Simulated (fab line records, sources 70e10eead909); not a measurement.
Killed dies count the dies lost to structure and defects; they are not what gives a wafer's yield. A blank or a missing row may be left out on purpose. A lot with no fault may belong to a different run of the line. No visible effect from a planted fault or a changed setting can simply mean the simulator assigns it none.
fab line records | flow nandHarc
record: lots: 5 | wafers: 15 | lastDay: 24
route steps=1159 shown P_ZERO_WELL@14 END@1159
lots with no fault: from the same line, run without faults
startH: hours from the record's opening day to when the first of the lot's shown wafers began | waitH: hours elapsed since this lot's preceding step | " same as the row above | L1.1+2: one row covering several wafers at once | - value missing, or start not given | * or withheld: withheld | < > ~ a bound
route shown NAME@n: NAME is a module with steps in the file, n the number in the route of the first one | usual: mean/standard deviation of fault-free wafers | same: alike in all rows | chamber/n: place in a boat | sites: readings site by site | _std_site: the values' standard deviation | _edge_site: the outer-site mean with the inner-site mean subtracted | radiusMm: how far each site lies from the wafer's centre | mask NAME#n: copy n | behind: the last tool/chamber to shape the wafer | hold: what put the lot on hold/how long, in hours/how the hold closed | device: the transistor (n, p or np) that didn't switch | end of line: the route-end tests of the same wafers | a step given without rows: its recipe and nothing more | killed: dies that structure and defects cost at the first sort, which is not the same as the wafer's yield | map: the dies of a wafer, with x for killed, . for not killed, _ for no die there
set.NAME: the setting the step ran with; set.NAME@STEP: the setting that earlier step ran with | model.NAME: the simulator's own value behind a step, which no gauge read
a table for each step, a row for each wafer; lots at some steps of the route
services: from which hour (startH, from the record's first day; less than 0 if before it) a tool's chamber was out of use, for how many hours, and why
== steps ==
step: NHARC_P_ZERO_WELL_CD_MEAS_11
recipe: targetCdNm: 500 | landingEnergyEv: 500
usual: cdNm: 500.2/2.3
lot.wafer | tool     | chamber | startH | waitH | cdNm
L686.1    | cdSem-03 | 0       | 13.11  | -     | 500.9
L686.4    | "        | 0       | "      | "     | 500.8
L686.6    | "        | 0       | "      | "     | 504.1
L694.2    | cdSem-01 | 0       | 61.14  | -     | 500.4
L694.3    | "        | 0       | "      | "     | 500.2
L694.6    | "        | 0       | "      | "     | 500.6
L696.2    | cdSem-02 | 0       | 73.27  | -     | 499.2
L696.3    | "        | 0       | "      | "     | 500.2
L696.4    | "        | 0       | "      | "     | 500.6
L700.2    | cdSem-03 | 0       | 97.24  | -     | 502.5
L700.3    | "        | 0       | "      | "     | 503.7
L700.6    | "        | 0       | "      | "     | 502.1
L708.3    | cdSem-03 | 0       | 145.24 | -     | 500.0
L708.4    | "        | 0       | "      | "     | 501.0
L708.6    | "        | 0       | "      | "     | 501.5
step: NHARC_P_ZERO_WELL_HARDBAKE_12
recipe: tempC: 118 | timeS: 65
step: NHARC_P_ZERO_WELL_DESCUM_13
recipe: timeS: 3 | o2FlowSccm: 200 | arFlowSccm: 0 | biasPowerW: 0 | chemistry: O2
usual: drypumpMotorCurrentA: 5.8/0.41 | oesProductAu: 0.997/0.015 | rfVppV: 57.6/0.91 | showerheadPlenumPTorr: 1.88/0.096 | throttleValvePct: 11.311/0.0093
lot.wafer | tool       | chamber | startH | waitH | drypumpMotorCurrentA | oesProductAu | rfHoursCounterH | rfVppV | showerheadPlenumPTorr | throttleValvePct
L686.1    | rieDiel-07 | 3       | 13.28  | -     | 5.5                  | 1.017        | 9               | 58.4   | 1.82                  | 11.327
L686.6    | "          | 3       | "      | "     | 5.5                  | 1.013        | -               | 57.0   | 1.82                  | 11.310
L686.4    | "          | 1       | "      | "     | 5.0                  | 0.997        | -               | 57.8   | 2.06                  | 11.311
L694.3    | rieDiel-07 | 3       | 61.31  | -     | 5.5                  | 1.012        | 0               | 56.5   | 1.82                  | 11.295
L694.2    | "          | 0       | "      | "     | 5.7                  | 0.974        | 0               | 58.1   | 1.81                  | 11.304
L694.6    | "          | 0       | "      | "     | 5.7                  | 0.984        | -               | 57.2   | 1.81                  | 11.322
L696.4    | rieDiel-09 | 3       | 73.43  | -     | 5.7                  | 1.000        | 11              | 58.0   | 1.96                  | 11.322
L696.2    | "          | 0       | "      | "     | 6.5                  | 0.992        | 11              | 57.6   | 1.82                  | 11.303
L696.3    | "          | 1       | "      | "     | 6.2                  | 1.004        | 11              | 58.3   | 2.01                  | 11.331
L700.3    | rieDiel-09 | 3       | 97.40  | -     | 5.7                  | 0.985        | 1               | 58.3   | 1.96                  | 11.306
L700.2    | "          | 1       | "      | "     | 6.2                  | 0.990        | 2               | 59.4   | 2.01                  | 11.292
L700.6    | "          | 0       | "      | "     | 6.5                  | 1.024        | -               | 56.9   | 1.82                  | 11.288
L708.3    | rieDiel-07 | 1       | 145.43 | -     | 5.0                  | 0.982        | 6               | 58.9   | 2.06                  | 11.316
L708.4    | "          | 2       | "      | "     | 5.6                  | 1.012        | 7               | 57.4   | 1.80                  | 11.310
L708.6    | "          | 1       | "      | "     | 5.0                  | 0.987        | -               | 57.7   | 2.06                  | 11.313
step: NHARC_P_ZERO_WELL_ETCH_65
recipe: targetDepthA: 800 | overetchA: 240 | timeS: 87.88 | ionEnergyEv: 200 | n2FlowSccm: 150 | h2FlowSccm: 150 | arFlowSccm: 0 | rfW: 400 | biasW: 150 | chemistry: N2/H2
usual: drypumpMotorCurrentA: 5.8/0.41 | h2FlowSccm: 150.0/0.43 | oesProductAu: 0.997/0.015 | rfVppV: 430/3.1 | showerheadPlenumPTorr: 2.01/0.11 | throttleValvePct: 14.172/0.0091
lot.wafer | tool       | chamber | startH | waitH | drypumpMotorCurrentA | h2FlowSccm | oesProductAu | rfHoursCounterH | rfVppV | showerheadPlenumPTorr | throttleValvePct
L686.1    | rieDiel-07 | 1       | 13.39  | 0.1   | 5.0                  | 149.8      | 0.991        | 9               | 435    | 2.20                  | 14.159
L686.4    | "          | 3       | "      | "     | 5.5                  | 149.4      | 1.012        | -               | 428    | 1.94                  | 14.176
L686.6    | "          | 1       | "      | "     | 5.0                  | 149.6      | 1.000        | -               | 434    | 2.20                  | 14.182
L694.3    | rieDiel-07 | 0       | 61.41  | 0.1   | 5.7                  | 150.9      | 0.988        | 0               | 426    | 1.92                  | 14.163
L694.2    | "          | 2       | "      | "     | 5.6                  | 149.7      | 1.003        | 0               | 427    | 1.91                  | 14.164
L694.6    | "          | 0       | "      | "     | 5.7                  | 150.0      | 0.989        | -               | 429    | 1.92                  | 14.170
L696.4    | rieDiel-09 | 3       | 73.51  | 0.1   | 5.7                  | 150.6      | 0.996        | 11              | 431    | 2.09                  | 14.184
L696.3    | "          | 1       | "      | "     | 6.2                  | 150.5      | 1.009        | 11              | 432    | 2.15                  | 14.175
L696.2    | "          | 2       | "      | "     | 6.1                  | 149.4      | 0.988        | 10              | 426    | 1.91                  | 14.182
L700.2    | rieDiel-09 | 1       | 97.49  | 0.1   | 6.2                  | 149.2      | 1.001        | 2               | 435    | 2.15                  | 14.176
L700.3    | "          | 3       | "      | "     | 5.7                  | 150.4      | 0.986        | 1               | 431    | 2.09                  | 14.186
L700.6    | "          | 1       | "      | "     | 6.2                  | 150.0      | 0.991        | -               | 435    | 2.15                  | 14.168
L708.4    | rieDiel-07 | 1       | 145.50 | 0.1   | 5.0                  | 150.5      | 0.995        | 6               | 435    | 2.20                  | 14.170
L708.3    | "          | 0       | "      | "     | 5.7                  | 149.7      | 0.984        | 7               | 427    | 1.92                  | 14.182
L708.6    | "          | 2       | "      | "     | 5.6                  | 150.3      | 1.021        | -               | 428    | 1.91                  | 14.160
step: NHARC_P_ZERO_WELL_ETCH_62
recipe: targetDepthA: 130 | timeS: 6.5 | chf3FlowSccm: 50 | arFlowSccm: 200 | rfW: 500 | biasW: 200 | chemistry: CHF3/Ar
usual: drypumpMotorCurrentA: 5.8/0.42 | oesProductAu: 0.959/0.021 | rfVppV: 369.8/2.6 | showerheadPlenumPTorr: 2.31/0.11 | throttleValvePct: 20.217/0.01
lot.wafer | tool       | chamber | startH | waitH | drypumpMotorCurrentA | oesProductAu | rfHoursCounterH | rfVppV | showerheadPlenumPTorr | throttleValvePct
L686.1    | rieDiel-07 | 3       | -      | -     | 5.6                  | 0.984        | 10              | 369.7  | 2.24                  | 20.235
L686.6    | "          | 1       | "      | "     | 5.0                  | 0.946        | -               | 374.8  | 2.52                  | 20.220
L686.4    | "          | 2       | "      | "     | 5.6                  | 0.930        | -               | 367.4  | 2.21                  | 20.233
L694.2    | rieDiel-07 | 2       | -      | -     | 5.6                  | 0.956        | 0               | 367.8  | 2.21                  | 20.218
L694.3    | "          | 3       | "      | "     | 5.5                  | 0.974        | 0               | 368.6  | 2.23                  | 20.231
L694.6    | "          | 3       | "      | "     | 5.5                  | 0.975        | -               | 367.2  | 2.23                  | 20.220
L696.2    | rieDiel-09 | 0       | -      | -     | 6.5                  | 0.961        | 12              | 367.0  | 2.24                  | 20.209
L696.3    | "          | 1       | "      | "     | 6.2                  | 0.970        | 11              | 373.3  | 2.46                  | 20.208
L696.4    | "          | 2       | "      | "     | 6.1                  | 0.960        | 10              | 367.9  | 2.20                  | 20.219
L700.2    | rieDiel-09 | 3       | -      | -     | 5.7                  | 0.951        | 1               | 372.7  | 2.40                  | 20.238
L700.3    | "          | 1       | "      | "     | 6.2                  | 0.969        | 2               | 371.8  | 2.46                  | 20.218
L700.6    | "          | 3       | "      | "     | 5.7                  | 0.947        | -               | 371.5  | 2.40                  | 20.214
L708.3    | rieDiel-07 | 2       | -      | -     | 5.6                  | 0.984        | 7               | 366.7  | 2.21                  | 20.228
L708.4    | "          | 3       | "      | "     | 5.6                  | 0.973        | 7               | 368.3  | 2.23                  | 20.216
L708.6    | "          | 1       | "      | "     | 5.0                  | 0.944        | -               | 374.3  | 2.52                  | 20.199
step: NHARC_P_ZERO_WELL_ETCH_63
recipe: targetDepthA: 1200 | timeS: 40.1 | hbrFlowSccm: 150 | cl2FlowSccm: 50 | rfW: 400 | icpW: 400 | biasW: 100 | chemistry: HBr/Cl2
usual: drypumpMotorCurrentA: 5.7/0.4 | hbrFlowSccm: 150.0/0.45 | oesProductAu: 1.000/0.016 | throttleValvePct: 26.405/0.0082
lot.wafer | tool     | chamber | startH | waitH | drypumpMotorCurrentA | hbrFlowSccm | oesProductAu | rfHoursCounterH | throttleValvePct
L686.1    | rieSi-01 | 2       | 13.56  | -     | 5.6                  | 149.7       | 1.012        | 0.5             | 26.408
L686.4    | "        | 2       | "      | "     | 5.6                  | 149.9       | 1.017        | -               | 26.408
L686.6    | "        | 0       | "      | "     | 5.8                  | 150.0       | 0.996        | -               | 26.406
L694.3    | rieSi-01 | 3       | 61.59  | -     | 5.0                  | 150.5       | 0.976        | 1.1             | 26.397
L694.2    | "        | 1       | "      | "     | 6.3                  | 150.1       | 0.981        | 0.4             | 26.397
L694.6    | "        | 0       | "      | "     | 5.8                  | 149.5       | 1.009        | -               | 26.402
L696.2    | rieSi-01 | 1       | 73.68  | -     | 6.4                  | 150.8       | 0.970        | 0.5             | 26.412
L696.4    | "        | 2       | "      | "     | 5.6                  | 149.9       | 1.003        | 1.1             | 26.414
L696.3    | "        | 3       | "      | "     | 5.1                  | 149.9       | 0.977        | 1.3             | 26.422
L700.3    | rieSi-02 | 3       | 97.65  | -     | 6.1                  | 150.4       | 0.997        | 0.4             | 26.394
L700.2    | "        | 1       | "      | "     | 5.8                  | 150.2       | 1.023        | 0.5             | 26.419
L700.6    | "        | 3       | "      | "     | 6.1                  | 149.8       | 0.992        | -               | 26.411
L708.4    | rieSi-06 | 1       | 145.69 | -     | 4.9                  | 150.3       | 0.983        | 1.4             | 26.403
L708.3    | "        | 3       | "      | "     | 5.8                  | 149.7       | 1.009        | 1.2             | 26.400
L708.6    | "        | 1       | "      | "     | 4.9                  | 149.7       | 0.975        | -               | 26.408
step: NHARC_P_ZERO_WELL_STRIP_15
recipe: timeS: 900 | tempC: 130 | chemistry: SPM
step: NHARC_P_ZERO_WELL_DEHYDRATE_16
recipe: tempC: 150 | timeS: 120
step: NHARC_P_ZERO_WELL_HMDS_17
recipe: timeS: 30
step: NHARC_P_ZERO_WELL_COAT_18
recipe: spinRpm: withheld
step: NHARC_P_ZERO_WELL_SOFTBAKE_19
recipe: tempC: 122 | timeS: 95
step: NHARC_P_ZERO_WELL_EBR_20
step: NHARC_P_ZERO_WELL_EXPOSE_21
recipe: na: 0.6 | targetCdNm: 720 | doseMj: 22.31 | maskId: P_NWELL
lot.wafer  | tool          | chamber | startH | waitH | mask
L686.1+4+6 | krfScanner-02 | 0       | 14.36  | -     | P_NWELL#0
L694.2+3+6 | krfScanner-03 | 0       | 62.37  | -     | P_NWELL#0
L696.2+3+4 | krfScanner-02 | 0       | 74.46  | -     | P_NWELL_R1#0
L700.2+3+6 | krfScanner-01 | 0       | 98.30  | -     | P_NWELL#0
L708.3+4+6 | krfScanner-01 | 0       | 146.46 | -     | P_NWELL#0
step: NHARC_P_ZERO_WELL_PEB_22
recipe: pebTempC: 118 | pebTimeS: 85
step: NHARC_P_ZERO_WELL_DEVELOP_23
recipe: timeS: 70
step: NHARC_P_ZERO_WELL_CD_MEAS_24
recipe: targetCdNm: 720 | landingEnergyEv: 500
usual: cdNm: 720.7/2.2
lot.wafer | tool     | chamber | startH | waitH | cdNm
L686.1    | cdSem-03 | 0       | 14.52  | -     | 721.3
L686.4    | "        | 0       | "      | "     | 722.0
L686.6    | "        | 0       | "      | "     | 724.2
L694.2    | cdSem-03 | 0       | 62.53  | -     | 721.1
L694.3    | "        | 0       | "      | "     | 721.4
L694.6    | "        | 0       | "      | "     | 722.2
L696.2    | cdSem-01 | 0       | 74.62  | -     | 715.6
L696.3    | "        | 0       | "      | "     | 715.3
L696.4    | "        | 0       | "      | "     | 715.0
L700.2    | cdSem-01 | 0       | 98.46  | -     | 724.3
L700.3    | "        | 0       | "      | "     | 723.2
L700.6    | "        | 0       | "      | "     | 719.5
L708.3    | cdSem-02 | 0       | 146.61 | -     | 717.3
L708.4    | "        | 0       | "      | "     | 722.1
L708.6    | "        | 0       | "      | "     | 722.1
step: NHARC_P_ZERO_WELL_HARDBAKE_25
recipe: tempC: 125 | timeS: 80
step: NHARC_P_ZERO_WELL_DESCUM_26
recipe: timeS: 3 | o2FlowSccm: 200 | arFlowSccm: 0 | biasPowerW: 0 | chemistry: O2
usual: drypumpMotorCurrentA: 5.8/0.36 | oesProductAu: 0.997/0.013 | rfVppV: 57.8/0.85 | showerheadPlenumPTorr: 1.89/0.093 | throttleValvePct: 11.313/0.0093
lot.wafer | tool       | chamber | startH | waitH | drypumpMotorCurrentA | oesProductAu | rfHoursCounterH | rfVppV | showerheadPlenumPTorr | throttleValvePct | model.P_ZERO_WELL.cdNm
L686.1    | rieDiel-07 | 2       | 14.70  | -     | 5.7                  | 0.966        | 10              | 57.6   | 1.80                  | 11.320           | 721.1
L686.4    | "          | 2       | "      | "     | 5.7                  | 0.969        | -               | 56.5   | 1.80                  | 11.316           | 721.8
L686.6    | "          | 3       | "      | "     | 5.6                  | 1.008        | -               | 56.0   | 1.82                  | 11.313           | 723.8
L694.3    | rieDiel-09 | 3       | 62.68  | -     | 5.7                  | 1.013        | 11              | 58.4   | 1.96                  | 11.330           | 723.3
L694.2    | "          | 2       | "      | "     | 6.1                  | 0.974        | 9               | 58.3   | 1.79                  | 11.313           | 720.8
L694.6    | "          | 0       | "      | "     | 6.5                  | 1.013        | -               | 57.5   | 1.82                  | 11.316           | 722.5
L696.3    | rieDiel-07 | 0       | 74.78  | -     | 5.7                  | 0.986        | 1               | 57.6   | 1.81                  | 11.317           | 715.3
L696.2    | "          | 2       | "      | "     | 5.6                  | 1.002        | 1               | 58.5   | 1.80                  | 11.315           | 715.4
L696.4    | "          | 3       | "      | "     | 5.5                  | 0.994        | 1               | 57.3   | 1.82                  | 11.310           | 715.3
L700.2    | rieDiel-04 | 3       | 98.61  | -     | 6.0                  | 1.007        | 11              | 57.0   | 1.98                  | 11.322           | 724.8
L700.3    | "          | 1       | "      | "     | 5.7                  | 1.006        | 10              | 56.5   | 1.85                  | 11.321           | 721.5
L700.6    | "          | 3       | "      | "     | 6.0                  | 1.003        | -               | 60.2   | 1.98                  | 11.296           | 720.3
L708.3    | rieDiel-07 | 3       | 146.77 | -     | 5.5                  | 0.998        | 7               | 58.1   | 1.82                  | 11.314           | 717.8
L708.4    | "          | 1       | "      | "     | 5.0                  | 1.001        | 6               | 58.0   | 2.06                  | 11.320           | 722.5
L708.6    | "          | 3       | "      | "     | 5.5                  | 0.991        | -               | 57.7   | 1.82                  | 11.313           | 722.3
step: NHARC_P_ZERO_WELL_IMPLANT_27
recipe: energyKev: 600 | doseCm2: 1e+13 | tiltDeg: 7
step: NHARC_END_SORT_01
recipe: tempC: 25
usual: killedAtArray: 29/10 | killedAtOther: 0.7/1 | killedAtPeriphery: 3.7/2.6 | killedDies: 33/10 | killedOpen: 3.4/1.8 | killedShort: 1.8/1.3
same: grossDies: 677
lot.wafer | tool      | chamber | startH | waitH | killedAtArray | killedAtOther | killedAtPeriphery | killedDies | killedOpen | killedShort
L696.2    | prober-01 | 0       | 484.70 | 2.8   | 31            | 0             | 2                 | 33         | 5          | 2
L696.3    | prober-01 | 0       | 485.50 | 3.1   | 20            | 1             | 4                 | 25         | 3          | 1
L696.4    | prober-01 | 0       | 486.30 | 3.4   | 27            | 0             | 3                 | 30         | 3          | 1
killed by level:class
L696.2 A_SLIT:chamberFilmFlake=12 A_STAIRCASE:chamberFilmFlake=7 A_CHANNEL_HOLE_D1:chamberFilmFlake=4 A_CONTACT:geometricParticle:open=3 P_GATE:geometricParticle:short=1 A_WL_FILL:geometricParticle:open=1 A_CONTACT:geometricParticle:short=1 A_BLC:geometricParticle:open=1
L696.3 A_SLIT:chamberFilmFlake=7 A_STAIRCASE:chamberFilmFlake=5 A_CHANNEL_HOLE_D1:chamberFilmFlake=3 P_STI:chamberFilmFlake=2 P_GATE:chamberFilmFlake=2 A_CHANNEL_HOLE_D1:geometricParticle:short=1 A_CHANNEL_FILL_D1:geometricParticle:open=1 A_CONTACT:geometricParticle:open=1
L696.4 A_SLIT:chamberFilmFlake=10 A_STAIRCASE:chamberFilmFlake=6 A_CONTACT:chamberFilmFlake=6 P_CONTACT:geometricParticle:open=1 P_M0:geometricParticle:open=1 A_ONON_D1:geometricParticle:short=1 A_CHANNEL_FILL_D1:geometricParticle:open=1 P_STI:chamberFilmFlake=1
== services ==
tool          | chamber | startH | hours | kind
krfScanner-03 | -       | -4.00  | 4.0   | pm
rieSi-01      | 1       | 1.30   | 40.0  | repair
rieSi-06      | -       | 6.00   | 9.0   | pm
rieDiel-07    | 0       | 11.66  | 6.4   | repair
rieDiel-07    | 2       | 22.20  | 8.6   | repair
krfScanner-01 | -       | 28.36  | 0.3   | repair
rieDiel-07    | 1       | 31.13  | 11.4  | repair
rieDiel-09    | 2       | 33.49  | 16.7  | repair
rieSi-02      | -       | 34.00  | 9.0   | pm
krfScanner-02 | -       | 38.00  | 4.0   | pm
rieSi-06      | 0       | 42.94  | 3.0   | repair
krfScanner-01 | -       | 43.71  | 10.7  | repair
rieSi-06      | -       | 45.21  | 0.2   | repair
rieDiel-07    | 1       | 46.60  | 19.3  | repair
rieDiel-07    | -       | 51.67  | 9.0   | pm
rieDiel-04    | 0       | 55.71  | 15.7  | repair
krfScanner-02 | -       | 65.40  | 1.7   | repair
rieDiel-09    | -       | 77.10  | 9.0   | pm
krfScanner-01 | -       | 84.00  | 4.0   | pm
krfScanner-03 | -       | 89.87  | 0.4   | repair
rieDiel-04    | -       | 98.95  | 0.2   | repair
rieDiel-04    | -       | 111.90 | 9.0   | pm
rieSi-01      | -       | 127.00 | 9.0   | pm
rieSi-02      | 1       | 144.76 | 11.7  | repair
== key ==
firstSign: step: NHARC_P_ZERO_WELL_EXPOSE_21 | reading: mask | direction: changed
effect: step: NHARC_P_ZERO_WELL_CD_MEAS_24 | reading: cdNm | direction: down | sigmas: 2.5 | usual: 720.7 | struck: 715.3
modelEffect: step: NHARC_P_ZERO_WELL_DESCUM_26 | value: P_ZERO_WELL.cdNm | without: 722.3 | struck: 715.3
metAt NHARC_P_ZERO_WELL_EXPOSE_21
struckWafers L696.2,L696.3,L696.4
testerLeftOut L696
onsetBetween 14.36 74.46
fault: kind: wrongMask | tool: any | chamber: - | onsetH: 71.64 | steps: NHARC_P_ZERO_WELL_EXPOSE_21 | auxCopy: P_NWELL_R1#0 | cdOffsetNm: -6.9539 | scope: struckLotsOnly
testerLeftOut: of these lots the tester's yield and bins aren't shown, on N5 and GAA mostly nor the transistor test; their killed dies are dies lost to structure and defects alone, not to doping, threshold or leakage, so they don't give the yield
